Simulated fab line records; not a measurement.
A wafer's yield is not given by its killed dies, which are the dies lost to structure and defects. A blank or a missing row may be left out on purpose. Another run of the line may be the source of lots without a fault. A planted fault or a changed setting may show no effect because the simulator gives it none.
fab line records	flow nand-harc	part 1 of 2: steps 1 to 4 of 6
record lots=22	wafers=66	last-day=34
route steps=1302 shown A_CHANNEL_HOLE_D2@589 A_CHANNEL_FILL_D2@628 A_STAIRCASE@677
lots with no fault: from the same line, run without faults
start-h: hours from the record's first day to the start of the lot's first wafer shown	wait-h: hours elapsed since this lot's preceding step	" same as the row above	L1.1+2: a row that stands for several wafers	- no value, or no start was given	* or withheld: withheld	< > ~ a bound
route shown NAME@n: NAME is a module with steps in the file, n the number in the route of the first one	usual: mean/standard deviation of fault-free wafers	same: alike in all rows	chamber/n: place in a boat	sites: the reading at each site	_std_site: how widely they spread, as a standard deviation	_edge_site: mean of outer sites minus mean of inner sites	radius-mm: how far each site lies from the wafer's centre	mask NAME#n: copy n	behind: the last tool/chamber to shape the wafer	hold: what put the lot on hold/how long, in hours/how the hold closed	device: which transistor (n, p or np) failed to switch	end of line: the tests these same wafers got at the end of their route	a step with no rows: only its recipe	killed: dies lost to structure and defects at the first sort, not the wafer's yield	map: shows each die of a wafer: x if killed, . if not, _ if none is there
set.NAME: the setting that was run; set.NAME@STEP: the one run at that earlier step	model.NAME: the simulator's own value behind a step, which no gauge read
the route's steps for a sample of lots (tables are steps, rows are wafers)
services: the hour from which a tool's chamber was out of use, counted from the record's first day as start-h (under 0 if before that day), plus the number of hours and why
## steps
# step NHARC_A_CHANNEL_HOLE_D2_ETCH_16
# recipe target-depth-a=31000	over-etch-frac=0.3	time-s=806	ion-energy-ev=150	o2-flow-sccm=400	cos-flow-sccm=20	ar-flow-sccm=0	rf-w=500	bias-w=300	chemistry=O2/COS
# usual drypump-motor-current-A=5.5/0.48	oes-product-au=1.003/0.014	rf-vpp-V=314.3/1.7	showerhead-plenum-p-Torr=3.14/0.1	throttle-valve-pct=28.330/0.0095
# same over-etch-frac=0.3
lot.wafer	tool	chamber	start-h	wait-h	drypump-motor-current-A	oes-product-au	rf-hours-counter-h	rf-vpp-V	showerhead-plenum-p-Torr	throttle-valve-pct
L074.3	rie-diel-10	3	-	-	5.2	1.031	1.6	313.1	3.17	28.319
L074.5	"	3	"	"	5.2	1.029	-	315.8	3.17	28.322
L074.6	"	0	"	"	5.3	1.024	-	311.0	2.93	28.323
L075.4	rie-diel-10	0	-	-	5.3	1.015	3.3	312.0	2.93	28.335
L075.2	"	1	"	"	4.9	0.985	2.9	313.9	3.10	28.323
L075.5	"	3	"	"	5.2	1.012	-	315.5	3.16	28.322
L076.4	rie-diel-10	2	-	-	5.0	1.020	3.4	316.6	3.23	28.321
L076.3	"	0	"	"	5.3	1.018	4.0	310.8	2.93	28.326
L076.1	"	1	"	"	4.9	0.981	3.3	312.7	3.10	28.316
L077.1	rie-diel-05	3	-	-	6.7	0.974	6.7	313.1	3.01	28.324
L077.5	"	3	"	"	6.6	0.972	-	313.3	3.01	28.322
L077.4	"	2	"	"	6.0	1.006	-	316.1	3.25	28.325
L079.1	rie-diel-10	2	-	-	5.1	1.008	4.9	316.4	3.23	28.356
L079.3	"	3	"	"	5.2	1.016	6.2	313.6	3.16	28.349
L079.4	"	0	"	"	5.3	1.022	5.7	311.2	2.93	28.320
L078.2	rie-diel-06	1	-	-	5.0	0.998	0.9	314.9	3.25	28.327
L078.4	"	3	"	"	5.5	0.997	0.8	317.2	3.27	28.329
L078.3	"	0	"	"	5.3	1.017	1.0	313.0	3.13	28.296
L080.3	rie-diel-06	1	-	-	5.0	0.995	1.7	315.8	3.25	28.330
L080.2	"	2	"	"	5.4	1.002	1.6	313.0	3.04	28.327
L080.4	"	3	"	"	5.5	0.987	1.5	316.4	3.27	28.325
L081.3	rie-diel-06	3	-	-	5.5	0.994	2.5	316.5	3.27	28.321
L081.5	"	3	"	"	5.5	1.007	-	317.1	3.27	28.344
L081.6	"	0	"	"	5.3	1.010	-	314.6	3.13	28.317
L083.3	rie-diel-06	2	-	-	5.4	1.017	3.3	314.4	3.04	28.343
L083.4	"	3	"	"	5.5	0.994	3.6	317.2	3.27	28.332
L083.6	"	0	"	"	5.3	1.002	-	314.6	3.13	28.342
L085.1	rie-diel-06	3	-	-	5.5	0.990	4.1	317.6	3.27	28.341
L085.5	"	3	"	"	5.5	0.985	-	317.6	3.27	28.326
L085.4	"	0	"	"	5.3	1.003	-	314.0	3.13	28.341
L084.1	rie-diel-05	1	-	-	5.7	0.986	6.6	315.1	3.17	28.352
L084.2	"	3	"	"	6.7	0.989	10.6	313.2	3.01	28.325
L084.6	"	1	"	"	5.7	0.990	-	315.1	3.17	28.320
L086.3	rie-diel-06	3	-	-	5.5	0.977	5.5	316.5	3.27	28.330
L086.4	"	0	"	"	5.3	1.007	6.2	313.7	3.13	28.327
L086.1	"	1	"	"	5.1	0.989	4.4	315.5	3.24	28.330
L087.1	rie-diel-10	3	-	-	5.2	0.990	10.6	314.9	3.16	28.322
L087.6	"	3	"	"	5.2	0.996	-	315.1	3.16	28.322
L087.5	"	0	"	"	5.3	1.012	-	311.7	2.93	28.319
L088.1	rie-diel-06	3	-	-	5.5	0.982	7.4	316.1	3.27	28.323
L088.6	"	2	"	"	5.4	1.018	-	312.7	3.04	28.331
L088.5	"	3	"	"	5.5	0.988	-	315.4	3.27	28.317
L090.2	rie-diel-05	0	-	-	6.3	1.002	2.2	312.7	3.06	28.343
L090.5	"	1	"	"	5.7	0.994	-	315.5	3.16	28.324
L090.6	"	2	"	"	6.0	1.013	-	316.6	3.25	28.310
L091.2	rie-diel-05	0	-	-	6.3	1.008	3.7	311.9	3.06	28.344
L091.3	"	2	"	"	6.0	1.009	3.0	314.2	3.25	28.344
L091.5	"	3	"	"	6.7	1.003	-	313.3	3.01	28.332
L092.2	rie-diel-06	3	-	-	5.5	0.984	9.4	316.5	3.27	28.326
L092.3	"	1	"	"	5.1	0.990	7.1	315.0	3.24	28.331
L092.5	"	3	"	"	5.5	0.977	-	316.4	3.27	28.345
L093.2	rie-diel-10	0	-	-	5.3	1.005	2.1	312.1	2.92	28.328
L093.4	"	1	"	"	4.9	0.987	2.4	313.3	3.09	28.334
L093.5	"	1	"	"	4.9	0.979	-	314.6	3.09	28.330
L094.3	rie-diel-05	2	-	-	6.0	1.003	4.1	317.4	3.25	28.319
L094.2	"	0	"	"	6.3	1.002	5.5	312.5	3.06	28.327
L094.5	"	2	"	"	6.0	1.008	-	317.4	3.25	28.331
L096.3	rie-diel-06	0	-	-	5.3	1.013	0.7	313.6	3.12	28.332
L096.1	"	1	"	"	5.0	1.004	0.8	314.3	3.24	28.325
L096.4	"	3	"	"	5.5	0.995	0.7	316.5	3.27	28.332
L095.4	rie-diel-05	0	-	-	6.3	1.007	7.7	312.8	3.05	28.332
L095.3	"	1	"	"	5.7	1.013	8.3	314.6	3.16	28.347
L095.6	"	2	"	"	6.0	1.014	-	315.9	3.25	28.314
L097.1	rie-diel-06	0	-	-	5.3	1.002	2.3	315.0	3.12	28.330
L097.4	"	1	"	"	5.1	0.983	2.3	315.8	3.24	28.333
L097.5	"	0	"	"	5.3	1.012	-	315.8	3.12	28.327
# step NHARC_A_CHANNEL_HOLE_D2_ETCH_26
# recipe bias-v=300	source-w=2000	pressure-mtorr=30	time-s=224.1	ar-flow-sccm=375	c4f8-flow-sccm=11.4	o2-flow-sccm=113.6	temp-c=-20	target-depth-a=3000	chemistry=C4F8/O2/Ar
# usual drypump-motor-current-A=5.1/0.49	showerhead-plenum-p-Torr=3.70/0.042	throttle-valve-pct=24.582/0.0095
lot.wafer	tool	chamber	start-h	wait-h	drypump-motor-current-A	rf-hours-counter-h	showerhead-plenum-p-Torr	throttle-valve-pct
L074.3	har-etch-01	1	295.02	0.5	4.8	-	3.74	24.574
L074.6	"	1	"	"	4.7	-	3.74	24.593
L074.5	"	0	"	"	5.9	-	3.74	24.592
L075.2	har-etch-02	1	316.43	0.7	5.1	359	3.78	24.600
L075.4	"	0	"	"	4.7	-	3.68	24.573
L075.5	"	1	"	"	5.1	-	3.78	24.591
L076.1	har-etch-01	0	318.46	0.7	6.0	168	3.73	24.568
L076.4	"	0	"	"	5.9	-	3.73	24.580
L076.3	"	1	"	"	4.8	-	3.73	24.575
L077.1	har-etch-01	0	333.26	0.6	5.9	172	3.73	24.603
L077.4	"	1	"	"	4.7	-	3.73	24.585
L077.5	"	1	"	"	4.7	-	3.73	24.585
L079.1	har-etch-01	1	341.59	0.6	4.7	180	3.73	24.591
L079.4	"	0	"	"	5.9	-	3.73	24.575
L079.3	"	1	"	"	4.8	-	3.73	24.573
L078.2	har-etch-02	0	342.83	0.7	4.7	397	3.67	24.573
L078.3	"	0	"	"	4.8	-	3.67	24.567
L078.4	"	1	"	"	5.1	-	3.77	24.569
L080.2	har-etch-02	1	354.56	0.6	5.1	382	3.77	24.573
L080.4	"	0	"	"	4.7	-	3.67	24.585
L080.3	"	1	"	"	5.1	-	3.77	24.584
L081.3	har-etch-02	1	379.07	0.4	5.1	-	3.76	24.584
L081.5	"	0	"	"	4.8	-	3.66	24.581
L081.6	"	1	"	"	5.1	-	3.76	24.574
L083.3	har-etch-01	1	398.63	0.5	4.7	-	3.71	24.594
L083.4	"	0	"	"	5.9	-	3.71	24.591
L083.6	"	0	"	"	6.0	-	3.71	24.581
L085.1	har-etch-01	0	403.21	0.6	5.9	221	3.70	24.559
L085.4	"	1	"	"	4.7	-	3.70	24.585
L085.5	"	1	"	"	4.7	-	3.70	24.579
L084.2	har-etch-02	1	404.50	0.7	5.1	8	3.75	24.590
L084.1	"	0	"	"	4.7	8	3.66	24.569
L084.6	"	0	"	"	4.7	-	3.66	24.579
L086.1	har-etch-02	1	416.06	0.7	5.1	15	3.75	24.576
L086.3	"	1	"	"	5.1	-	3.75	24.585
L086.4	"	0	"	"	4.7	-	3.65	24.570
L087.1	har-etch-01	0	416.27	0.6	5.9	233	3.70	24.586
L087.6	"	1	"	"	4.7	-	3.70	24.580
L087.5	"	0	"	"	5.9	-	3.70	24.585
L088.1	har-etch-01	0	446.04	0.7	5.9	248	3.69	24.585
L088.5	"	0	"	"	6.0	-	3.69	24.582
L088.6	"	1	"	"	4.7	-	3.69	24.583
L090.2	har-etch-02	1	464.33	0.7	5.1	38	3.74	24.583
L090.6	"	1	"	"	5.1	-	3.74	24.580
L090.5	"	0	"	"	4.7	-	3.64	24.602
L091.2	har-etch-01	1	-	-	4.8	263	3.68	24.577
L091.3	"	0	"	"	5.9	-	3.68	24.593
L091.5	"	0	"	"	5.9	-	3.68	24.597
L092.2	har-etch-02	0	477.00	0.6	4.7	50	3.63	24.574
L092.3	"	0	"	"	4.7	-	3.63	24.576
L092.5	"	0	"	"	4.7	-	3.63	24.581
L093.2	har-etch-02	0	491.50	0.7	4.7	57	3.63	24.583
L093.4	"	1	"	"	5.1	-	3.73	24.581
L093.5	"	0	"	"	4.7	-	3.63	24.584
L094.2	har-etch-01	1	493.91	0.7	4.7	275	3.67	24.577
L094.3	"	0	"	"	5.9	-	3.67	24.593
L094.5	"	1	"	"	4.8	-	3.67	24.589
L096.1	har-etch-02	1	518.44	0.7	5.1	73	3.72	24.600
L096.4	"	1	"	"	5.1	-	3.72	24.572
L096.3	"	0	"	"	4.7	-	3.62	24.578
L095.4	har-etch-01	1	519.00	0.5	4.7	-	3.66	24.575
L095.3	"	0	"	"	6.0	-	3.67	24.600
L095.6	"	0	"	"	6.0	-	3.66	24.579
L097.1	har-etch-02	0	548.90	0.6	4.7	88	3.61	24.582
L097.4	"	1	"	"	5.1	-	3.71	24.590
L097.5	"	1	"	"	5.1	-	3.71	24.592
# step NHARC_A_CHANNEL_HOLE_D2_STRIP_28
# recipe o2-flow-sccm=500	ar-flow-sccm=0	bias-w=0	chemistry=O2
# usual drypump-motor-current-A=5.4/0.34	oes-product-au=1.000/0.013	rf-vpp-V=57.9/0.9	showerhead-plenum-p-Torr=3.57/0.11	throttle-valve-pct=17.037/0.0083
lot.wafer	tool	chamber	start-h	wait-h	drypump-motor-current-A	oes-product-au	rf-hours-counter-h	rf-vpp-V	showerhead-plenum-p-Torr	throttle-valve-pct
L074.3	rie-diel-06	2	-	-	5.4	1.015	8	56.4	3.44	17.039
L074.5	"	2	"	"	5.4	1.023	-	58.4	3.44	17.035
L074.6	"	3	"	"	5.5	0.987	-	58.1	3.70	17.035
L075.2	rie-diel-10	2	-	-	5.1	1.020	4	58.1	3.65	17.036
L075.4	"	0	"	"	5.3	1.017	4	58.4	3.31	17.014
L075.5	"	3	"	"	5.2	1.009	-	57.7	3.58	17.034
L076.4	rie-diel-06	0	-	-	5.3	1.015	0	59.3	3.54	17.038
L076.3	"	1	"	"	5.1	0.998	0	58.5	3.67	17.029
L076.1	"	2	"	"	5.4	1.004	0	56.7	3.44	17.024
L077.1	rie-diel-06	2	-	-	5.4	1.021	0	58.3	3.44	17.051
L077.4	"	3	"	"	5.5	0.995	0	57.5	3.70	17.019
L077.5	"	0	"	"	5.3	1.011	-	57.1	3.54	17.046
L079.3	rie-diel-10	0	-	-	5.3	1.017	6	57.9	3.31	17.048
L079.1	"	1	"	"	4.9	0.978	5	56.4	3.50	17.045
L079.4	"	2	"	"	5.1	1.013	5	57.8	3.65	17.042
L078.3	rie-diel-06	3	-	-	5.5	0.992	1	58.4	3.70	17.037
L078.4	"	0	"	"	5.3	1.016	1	59.0	3.54	17.044
L078.2	"	2	"	"	5.4	1.018	1	58.5	3.44	17.043
L080.3	rie-diel-06	3	-	-	5.5	0.990	2	58.7	3.70	17.035
L080.2	"	1	"	"	5.0	0.998	2	56.8	3.67	17.022
L080.4	"	2	"	"	5.4	1.008	2	56.5	3.44	17.028
L081.3	rie-diel-06	2	-	-	5.4	1.010	3	59.2	3.44	17.027
L081.6	"	3	"	"	5.4	0.998	-	58.4	3.70	17.040
L081.5	"	0	"	"	5.3	1.001	-	57.8	3.53	17.042
L083.4	rie-diel-10	2	-	-	5.1	1.024	8	57.1	3.65	17.041
L083.3	"	3	"	"	5.2	1.002	9	58.2	3.57	17.016
L083.6	"	3	"	"	5.2	1.006	-	57.1	3.57	17.044
L085.1	rie-diel-06	2	-	-	5.4	1.013	5	57.8	3.44	17.033
L085.5	"	3	"	"	5.5	0.995	-	59.3	3.70	17.048
L085.4	"	0	"	"	5.3	1.013	-	57.0	3.53	17.033
L084.2	rie-diel-05	1	-	-	5.7	0.987	7	57.7	3.58	17.033
L084.1	"	2	"	"	6.0	0.981	9	57.3	3.67	17.040
L084.6	"	1	"	"	5.7	0.987	-	58.2	3.58	17.029
L086.3	rie-diel-06	2	-	-	5.4	1.015	6	55.4	3.44	17.043
L086.1	"	0	"	"	5.3	1.011	7	57.4	3.53	17.036
L086.4	"	1	"	"	5.0	0.995	5	57.1	3.67	17.017
L087.1	rie-diel-10	1	-	-	4.9	0.963	9	57.6	3.50	17.035
L087.5	"	1	"	"	4.9	0.976	-	58.4	3.50	17.028
L087.6	"	2	"	"	5.1	1.013	-	58.0	3.64	17.027
L088.1	rie-diel-06	0	-	-	5.3	1.004	8	58.1	3.53	17.050
L088.5	"	2	"	"	5.4	1.015	-	58.2	3.44	17.029
L088.6	"	3	"	"	5.5	0.986	-	57.1	3.69	17.027
L090.2	rie-diel-10	2	-	-	5.1	1.030	2	58.1	3.64	17.037
L090.5	"	2	"	"	5.1	1.022	-	57.7	3.64	17.040
L090.6	"	3	"	"	5.2	0.989	-	55.5	3.57	17.039
L091.3	rie-diel-10	3	-	-	5.2	1.003	3	58.3	3.57	17.041
L091.2	"	0	"	"	5.3	1.022	2	55.7	3.31	17.037
L091.5	"	3	"	"	5.3	1.002	-	55.9	3.57	17.039
L092.3	rie-diel-06	0	-	-	5.2	1.003	10	59.6	3.53	17.040
L092.2	"	3	"	"	5.5	0.992	10	57.0	3.69	17.043
L092.5	"	0	"	"	5.3	1.006	-	56.7	3.53	17.052
L093.2	rie-diel-05	1	-	-	5.7	1.002	6	57.9	3.57	17.033
L093.4	"	2	"	"	6.0	0.998	4	58.8	3.67	17.039
L093.5	"	1	"	"	5.7	1.012	-	57.8	3.57	17.044
L094.3	rie-diel-06	0	-	-	5.3	1.002	0	57.9	3.53	17.032
L094.2	"	1	"	"	5.0	0.990	0	57.7	3.66	17.044
L094.5	"	1	"	"	5.0	0.999	-	59.2	3.66	17.044
L096.1	rie-diel-05	1	-	-	5.7	1.009	9	57.5	3.57	17.040
L096.4	"	2	"	"	6.0	1.006	7	58.2	3.67	17.032
L096.3	"	3	"	"	6.7	1.023	7	60.0	3.40	17.045
L095.3	rie-diel-06	3	-	-	5.5	0.988	1	57.1	3.69	17.032
L095.4	"	2	"	"	5.4	0.997	1	58.7	3.43	17.036
L095.6	"	3	"	"	5.5	1.001	-	58.0	3.69	17.040
L097.1	rie-diel-06	3	-	-	5.5	0.984	3	59.7	3.69	17.024
L097.4	"	1	"	"	5.0	0.990	3	58.4	3.66	17.037
L097.5	"	3	"	"	5.5	0.982	-	59.5	3.69	17.055
# step NHARC_A_CHANNEL_FILL_D2_ETCHBACK_08
# recipe target-depth-a=2200	time-s=110	c4f8-flow-sccm=20	ar-flow-sccm=withheld	rf-w=600	bias-w=300	chemistry=C4F8
# usual oes-product-au=0.97/0.037	rf-vpp-V=440/3.3
lot.wafer	tool	chamber	start-h	wait-h	oes-product-au	rf-hours-counter-h	rf-vpp-V
L074.3	rie-diel-13	0	-	-	1.02	5	437
L074.6	"	3	"	"	0.98	-	436
L074.5	"	0	"	"	1.01	-	437
L076.3	rie-diel-13	1	-	-	1.01	1	437
L076.1	"	2	"	"	0.98	1	445
L076.4	"	0	"	"	0.99	1	437
L075.4	rie-diel-13	1	-	-	1.01	1	439
L075.2	"	2	"	"	1.00	1	446
L075.5	"	0	"	"	1.01	-	438
L077.1	rie-diel-04	3	-	-	1.01	0	441
L077.4	"	0	"	"	0.99	1	443
L077.5	"	2	"	"	1.00	-	443
L078.4	rie-diel-04	0	-	-	0.90	1	441
L078.2	"	2	"	"	0.92	1	442
L078.3	"	3	"	"	0.92	1	441
L079.1	rie-diel-03	3	-	-	0.91	17	444
L079.3	"	0	"	"	0.93	19	436
L079.4	"	2	"	"	0.91	18	438
L080.2	rie-diel-04	0	-	-	0.96	1	441
L080.3	"	1	"	"	1.00	1	444
L080.4	"	3	"	"	0.98	1	440
L081.3	rie-diel-13	0	-	-	0.93	3	436
L081.6	"	1	"	"	0.94	-	436
L081.5	"	3	"	"	0.90	-	437
L083.3	rie-diel-13	0	-	-	1.01	4	437
L083.6	"	0	"	"	1.01	-	437
L083.4	"	1	"	"	1.02	-	436
L084.2	rie-diel-04	1	-	-	0.93	2	445
L084.1	"	0	"	"	0.91	2	443
L084.6	"	1	"	"	0.93	-	445
L085.1	rie-diel-13	3	-	-	0.97	4	435
L085.4	"	1	"	"	0.99	-	435
L085.5	"	3	"	"	0.97	-	435
L086.3	rie-diel-04	0	-	-	0.92	2	441
L086.4	"	1	"	"	0.93	2	444
L086.1	"	2	"	"	0.92	2	442
L087.1	rie-diel-13	2	-	-	0.92	1	444
L087.6	"	0	"	"	1.00	-	437
L087.5	"	1	"	"	1.00	-	436
L088.1	rie-diel-03	0	-	-	1.01	6	437
L088.5	"	1	"	"	1.00	-	439
L088.6	"	2	"	"	1.00	-	439
L090.2	rie-diel-04	0	-	-	0.98	3	441
L090.6	"	0	"	"	0.99	-	441
L090.5	"	1	"	"	1.00	-	444
L092.2	rie-diel-04	2	-	-	0.98	4	441
L092.3	"	3	"	"	0.97	3	441
L092.5	"	1	"	"	0.98	-	444
L091.2	rie-diel-03	0	-	-	0.94	10	437
L091.3	"	2	"	"	0.93	9	438
L091.5	"	0	"	"	0.94	-	437
L093.2	rie-diel-13	2	-	-	1.02	0	445
L093.4	"	1	"	"	1.01	0	436
L093.5	"	2	"	"	1.02	-	444
L094.2	rie-diel-13	0	-	-	1.01	0	435
L094.3	"	2	"	"	1.03	0	443
L094.5	"	3	"	"	1.02	-	438
L096.1	rie-diel-04	2	-	-	0.92	0	443
L096.4	"	0	"	"	0.92	0	441
L096.3	"	1	"	"	0.94	0	444
L095.3	rie-diel-13	1	-	-	0.94	1	437
L095.6	"	3	"	"	0.93	-	437
L095.4	"	0	"	"	0.95	-	436
L097.4	rie-diel-13	1	-	-	1.01	2	437
L097.1	"	2	"	"	1.01	1	443
L097.5	"	0	"	"	1.01	-	438
